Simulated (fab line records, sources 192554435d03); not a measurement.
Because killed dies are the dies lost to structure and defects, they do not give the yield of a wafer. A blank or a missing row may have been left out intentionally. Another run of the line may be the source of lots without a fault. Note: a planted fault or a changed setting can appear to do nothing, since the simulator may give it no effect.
The tool behind it: which one? :: flow n5 finfet :: 28 wafers from 10 lots sampled at 7 of the route's 1938 steps

WHAT THE GAUGES READ, wafer by wafer
N5_BEOL_M0_OCD_MEAS_108.
lot: L928
measured: day 6 13:47
on: ocd-01
trench depth nm (nm): 32.3 32.5

lot: L930
measured: day 6 17:56
on: ocd-02
trench depth nm (nm): 31.9 32.5

lot: L931
measured: day 7 03:03
on: ocd-02
trench depth nm (nm): 32.5 33.6 33.7

lot: L933
measured: day 7 16:35
on: ocd-02
trench depth nm (nm): 32.6 33.3 33.0

lot: L935
measured: day 8 00:16
on: ocd-02
trench depth nm (nm): 32.1 33.5 32.1

lot: L936
measured: day 8 10:35
on: ocd-02
trench depth nm (nm): 32.0 33.3 32.7

lot: L947
measured: day 10 18:30
on: ocd-01
trench depth nm (nm): 33.4 32.7 31.8

lot: L946
measured: day 10 20:58
on: ocd-02
trench depth nm (nm): 32.2 34.1 32.1

lot: L948
measured: day 11 10:52
on: ocd-01
trench depth nm (nm): 31.8 32.4 31.8

lot: L949
measured: day 11 18:42
on: ocd-02
trench depth nm (nm): 31.8 32.2 31.8

N5_BEOL_M0_RS_MEAS_126: measures by four-point-probe.
lot: L928
measured: day 6 16:20
on: film metro-02
M0_RS (ohm/sq): 0.525 0.537

lot: L930
measured: day 6 20:28
on: film metro-02
M0_RS (ohm/sq): 0.556 0.549

lot: L931
measured: day 7 06:00
on: film metro-02
M0_RS (ohm/sq): 0.523 0.529 0.539

lot: L933
measured: day 7 20:02
on: film metro-02
M0_RS (ohm/sq): 0.531 0.519 0.513

lot: L935
measured: day 8 02:53
on: film metro-01
M0_RS (ohm/sq): 90.137 91.575 90.827

lot: L936
measured: day 8 14:37
on: film metro-02
M0_RS (ohm/sq): 94.739 91.159 87.732

lot: L947
measured: day 10 22:25
on: film metro-01
M0_RS (ohm/sq): 0.510 0.519 0.503

lot: L946
measured: day 11 00:48
on: film metro-01
M0_RS (ohm/sq): 0.534 0.508 0.512

lot: L948
measured: day 11 14:52
on: film metro-01
M0_RS (ohm/sq): 0.567 0.533 0.531

lot: L949
measured: day 11 22:39
on: film metro-02
M0_RS (ohm/sq): 0.508 0.512 0.501

N5_BEOL_M4_RC_MEAS_101.
lot: L928
measured: day 9 12:31
on: prober-02
DIBL_N (mV/V): 39.2 39.5
DIBL_P (mV/V): 39.0 38.4
IOFF_N (nA/um): 0.22 0.22
IOFF_P (nA/um): 0.23 0.24
ION_N (uA/um): 689 677
ION_P (uA/um): 462 464
SS_N (mV/dec): 72.0 72.4
SS_P (mV/dec): 74.0 73.7
VT_N (mV): 246 245
VT_P (mV): -252 -252

lot: L930
measured: day 9 01:02
on: prober-01
DIBL_N (mV/V): 34.2 34.4
DIBL_P (mV/V): 34.7 34.6
IOFF_N (nA/um): 0.15 0.15
IOFF_P (nA/um): 0.20 0.20
ION_N (uA/um): 675 676
ION_P (uA/um): 464 471
SS_N (mV/dec): 70.5 70.9
SS_P (mV/dec): 72.9 73.6
VT_N (mV): 249 250
VT_P (mV): -249 -248

lot: L931
measured: day 9 17:25
on: prober-02
DIBL_N (mV/V): 38.1 35.4 39.0
DIBL_P (mV/V): 38.5 33.8 39.9
IOFF_N (nA/um): 0.20 0.14 0.22
IOFF_P (nA/um): 0.25 0.18 0.28
ION_N (uA/um): 687 670 688
ION_P (uA/um): 464 456 473
SS_N (mV/dec): 71.9 71.4 72.3
SS_P (mV/dec): 73.6 72.7 74.6
VT_N (mV): 246 251 245
VT_P (mV): -249 -252 -248

lot: L933
measured: day 10 22:04
on: prober-02
DIBL_N (mV/V): 34.9 35.3 34.3
DIBL_P (mV/V): 34.9 33.9 33.7
IOFF_N (nA/um): 0.15 0.15 0.14
IOFF_P (nA/um): 0.20 0.19 0.19
ION_N (uA/um): 681 666 667
ION_P (uA/um): 470 458 469
SS_N (mV/dec): 71.3 71.8 71.0
SS_P (mV/dec): 73.2 72.7 72.7
VT_N (mV): 247 249 250
VT_P (mV): -250 -248 -253

lot: L947
measured: day 13 20:02
on: prober-01
DIBL_N (mV/V): 37.5 36.0 35.6
DIBL_P (mV/V): 38.5 37.6 37.0
IOFF_N (nA/um): 0.20 0.16 0.16
IOFF_P (nA/um): 0.21 0.18 0.19
ION_N (uA/um): 690 665 686
ION_P (uA/um): 465 449 466
SS_N (mV/dec): 73.0 71.5 71.1
SS_P (mV/dec): 74.2 73.1 73.4
VT_N (mV): 247 250 248
VT_P (mV): -251 -254 -256

lot: L946
measured: day 14 06:35
on: prober-01
DIBL_N (mV/V): 38.7 36.4 35.9
DIBL_P (mV/V): 38.4 35.0 34.8
IOFF_N (nA/um): 0.20 0.16 0.14
IOFF_P (nA/um): 0.27 0.21 0.20
ION_N (uA/um): 687 684 678
ION_P (uA/um): 466 465 468
SS_N (mV/dec): 72.4 71.9 71.1
SS_P (mV/dec): 74.0 73.6 73.4
VT_N (mV): 247 249 252
VT_P (mV): -246 -250 -253

lot: L948
measured: day 14 21:52
on: prober-01
DIBL_N (mV/V): 33.3 37.5 36.8
DIBL_P (mV/V): 33.5 38.2 36.7
IOFF_N (nA/um): 0.13 0.19 0.18
IOFF_P (nA/um): 0.15 0.21 0.20
ION_N (uA/um): 663 677 680
ION_P (uA/um): 460 459 460
SS_N (mV/dec): 71.1 72.0 71.3
SS_P (mV/dec): 72.2 73.9 73.4
VT_N (mV): 250 248 244
VT_P (mV): -253 -250 -252

lot: L949
measured: day 15 11:43
on: prober-01
DIBL_N (mV/V): 36.4 34.1 34.1
DIBL_P (mV/V): 35.3 32.6 32.6
IOFF_N (nA/um): 0.16 0.13 0.13
IOFF_P (nA/um): 0.21 0.17 0.18
ION_N (uA/um): 669 673 676
ION_P (uA/um): 459 464 466
SS_N (mV/dec): 71.8 71.4 71.1
SS_P (mV/dec): 73.7 72.4 73.0
VT_N (mV): 250 253 251
VT_P (mV): -250 -253 -252

EACH LOT AND THE TOOL THAT RAN IT (in order: tool; ch and the chambers of the sampled wafers; start)
lot: L928
N5_BEOL_M0_PRE_CLEAN_113: pvd sputter-02, day 6 14:23
N5_BEOL_M0_SURFACE_TREAT_137: pvd sputter-03, day 6 14:40
N5_BEOL_M0_ECD_118: ecd cu-01 ch 0,1, day 6 15:20
N5_BEOL_M0_CMP_120: cmp-04 ch 2,3, day 6 15:44

lot: L930
N5_BEOL_M0_PRE_CLEAN_113: pvd sputter-03, day 6 18:27
N5_BEOL_M0_SURFACE_TREAT_137: pvd sputter-03, day 6 18:47
N5_BEOL_M0_ECD_118: ecd cu-02 ch 1, day 6 19:33
N5_BEOL_M0_CMP_120: cmp-02 ch 2,3, day 6 19:59

lot: L931
N5_BEOL_M0_PRE_CLEAN_113: pvd sputter-02, day 7 03:24
N5_BEOL_M0_SURFACE_TREAT_137: pvd sputter-01, day 7 03:58
N5_BEOL_M0_ECD_118: ecd cu-01 ch 0, day 7 05:02
N5_BEOL_M0_CMP_120: cmp-03 ch 0,3, day 7 05:25

lot: L933
N5_BEOL_M0_PRE_CLEAN_113: pvd sputter-02, day 7 17:16
N5_BEOL_M0_SURFACE_TREAT_137: pvd sputter-02, day 7 17:35
N5_BEOL_M0_ECD_118: ecd cu-01 ch 0,1, day 7 18:28
N5_BEOL_M0_CMP_120: cmp-04 ch 0,1, day 7 19:29

lot: L935
N5_BEOL_M0_PRE_CLEAN_113: pvd sputter-01, day 8 00:56
N5_BEOL_M0_SURFACE_TREAT_137: pvd sputter-02, day 8 01:17
N5_BEOL_M0_ECD_118: ecd cu-01 ch 0,1, day 8 01:58
N5_BEOL_M0_CMP_120: cmp-03 ch 1,2,3, day 8 02:22

lot: L936
N5_BEOL_M0_PRE_CLEAN_113: pvd sputter-01, day 8 12:12
N5_BEOL_M0_SURFACE_TREAT_137: pvd sputter-01, day 8 12:31
N5_BEOL_M0_ECD_118: ecd cu-01 ch 0,1, day 8 13:15
N5_BEOL_M0_CMP_120: cmp-04 ch 0,1,2, day 8 14:02

lot: L947
N5_BEOL_M0_PRE_CLEAN_113: pvd sputter-02, day 10 19:41
N5_BEOL_M0_SURFACE_TREAT_137: pvd sputter-02, day 10 20:16
N5_BEOL_M0_ECD_118: ecd cu-02 ch 0,1, day 10 20:59
N5_BEOL_M0_CMP_120: cmp-04 ch 0,1, day 10 21:51

lot: L946
N5_BEOL_M0_PRE_CLEAN_113: pvd sputter-01, day 10 21:28
N5_BEOL_M0_SURFACE_TREAT_137: pvd sputter-03, day 10 22:38
N5_BEOL_M0_ECD_118: ecd cu-01 ch 0,1, day 10 23:52
N5_BEOL_M0_CMP_120: cmp-04 ch 0,1,2, day 11 00:15

lot: L948
N5_BEOL_M0_PRE_CLEAN_113: pvd sputter-01, day 11 11:14
N5_BEOL_M0_SURFACE_TREAT_137: pvd sputter-03, day 11 11:31
N5_BEOL_M0_ECD_118: ecd cu-01 ch 0,1, day 11 13:55
N5_BEOL_M0_CMP_120: cmp-04 ch 1,2, day 11 14:18

lot: L949
N5_BEOL_M0_PRE_CLEAN_113: pvd sputter-01, day 11 20:26
N5_BEOL_M0_SURFACE_TREAT_137: pvd sputter-01, day 11 21:04
N5_BEOL_M0_ECD_118: ecd cu-02 ch 0, day 11 21:43
N5_BEOL_M0_CMP_120: cmp-03 ch 1,2,3, day 11 22:10
- N5_BEOL_M0_PRE_CLEAN_113: time 30 s.
- N5_BEOL_M0_SURFACE_TREAT_137
- N5_BEOL_M0_ECD_118: material Cu, target thk 300 nm.
- N5_BEOL_M0_CMP_120: polishes, stops on SiOC, t overpolish 6.9 s.

AS READ BY THE TOOLS THEMSELVES (means over the sampled wafers that have a number; for cases with no such wafer, the mark the record gives instead)
N5_BEOL_M0_PRE_CLEAN_113.
lot: L928
tool: pvd sputter-02
heater power w (W): 373

lot: L930
tool: pvd sputter-03
heater power w (W): 348

lot: L931
tool: pvd sputter-02
heater power w (W): 347

lot: L933
tool: pvd sputter-02
heater power w (W): 348

lot: L935
tool: pvd sputter-01
heater power w (W): 297

lot: L936
tool: pvd sputter-01
heater power w (W): 304

lot: L947
tool: pvd sputter-02
heater power w (W): 341

lot: L946
tool: pvd sputter-01
heater power w (W): 305

lot: L948
tool: pvd sputter-01
heater power w (W): 334

lot: L949
tool: pvd sputter-01
heater power w (W): 322

N5_BEOL_M0_SURFACE_TREAT_137.
lot: L928
tool: pvd sputter-03
ar flow sccm (sccm): 29.88

lot: L930
tool: pvd sputter-03
ar flow sccm (sccm): 30.05

lot: L931
tool: pvd sputter-01
ar flow sccm (sccm): 30.02

lot: L933
tool: pvd sputter-02
ar flow sccm (sccm): 30.05

lot: L935
tool: pvd sputter-02
ar flow sccm (sccm): 29.99

lot: L936
tool: pvd sputter-01
ar flow sccm (sccm): 30.13

lot: L947
tool: pvd sputter-02
ar flow sccm (sccm): 29.98

lot: L946
tool: pvd sputter-03
ar flow sccm (sccm): 30.04

lot: L948
tool: pvd sputter-03
ar flow sccm (sccm): 30.04

lot: L949
tool: pvd sputter-01
ar flow sccm (sccm): 29.97

N5_BEOL_M0_CMP_120.
lot: L928
tool: cmp-04
edge zone pressure frac: 0.998
motor current A (A): 5.6
time to endpoint s (s): 65

lot: L930
tool: cmp-02
edge zone pressure frac: 0.999
motor current A (A): 5.7
time to endpoint s (s): 58

lot: L931
tool: cmp-03
edge zone pressure frac: 1.001
motor current A (A): 5.4
time to endpoint s (s): 63

lot: L933
tool: cmp-04
edge zone pressure frac: 0.998
motor current A (A): 5.6
time to endpoint s (s): 62

lot: L935
tool: cmp-03
edge zone pressure frac: 1.000
motor current A (A): 5.8
time to endpoint s (s): 1

lot: L936
tool: cmp-04
edge zone pressure frac: 1.001
motor current A (A): 5.6
time to endpoint s (s): 0

lot: L947
tool: cmp-04
edge zone pressure frac: 0.999
motor current A (A): 6.0
time to endpoint s (s): 68

lot: L946
tool: cmp-04
edge zone pressure frac: 1.000
motor current A (A): 5.6
time to endpoint s (s): 68

lot: L948
tool: cmp-04
edge zone pressure frac: 1.005
motor current A (A): 5.6
time to endpoint s (s): 62

lot: L949
tool: cmp-03
edge zone pressure frac: 1.003
motor current A (A): 5.8
time to endpoint s (s): 67

THE ANSWER, worked out from the rows above alone
Rule: the lots themselves supply what counts as usual. The widest of any qualifying gaps counts: lots, ordered by their means at a reading, are off when they make up no more than a third of the lots, leave a main group of 4 or more, and stand apart from it by 3 or more times the standard deviation of that group's means. Not used: any main group whose means are identical at the precision the tables above print for the reading. Also off: a lot with no number at a reading for which 4 or more lots have one. All remaining lots with rows at the step are treated as sound. First the gauges in route order, then the tools' own readings, where a lot's mean is used as printed above. At the first step where some lot is off, the reading lying furthest off is the one used; lots without a number count as furthest.
Off: L935, L936, seen at N5_BEOL_M0_RS_MEAS_126 (M0_RS). The main group has a mean of 0.527 ohm/sq with a standard deviation of 0.015.
A tool fits if, at a process step before that reading, it ran every lot that is off, and no sound lot after the first of them. The gauges at N5_BEOL_M0_RS_MEAS_126 aren't tried: what is off there is off at N5_BEOL_M0_CMP_120 too, on other tools, and a gauge's error can't cause that. Of those tried, none fits.

WHAT HAD BEEN PUT IN BY THE SIMULATOR
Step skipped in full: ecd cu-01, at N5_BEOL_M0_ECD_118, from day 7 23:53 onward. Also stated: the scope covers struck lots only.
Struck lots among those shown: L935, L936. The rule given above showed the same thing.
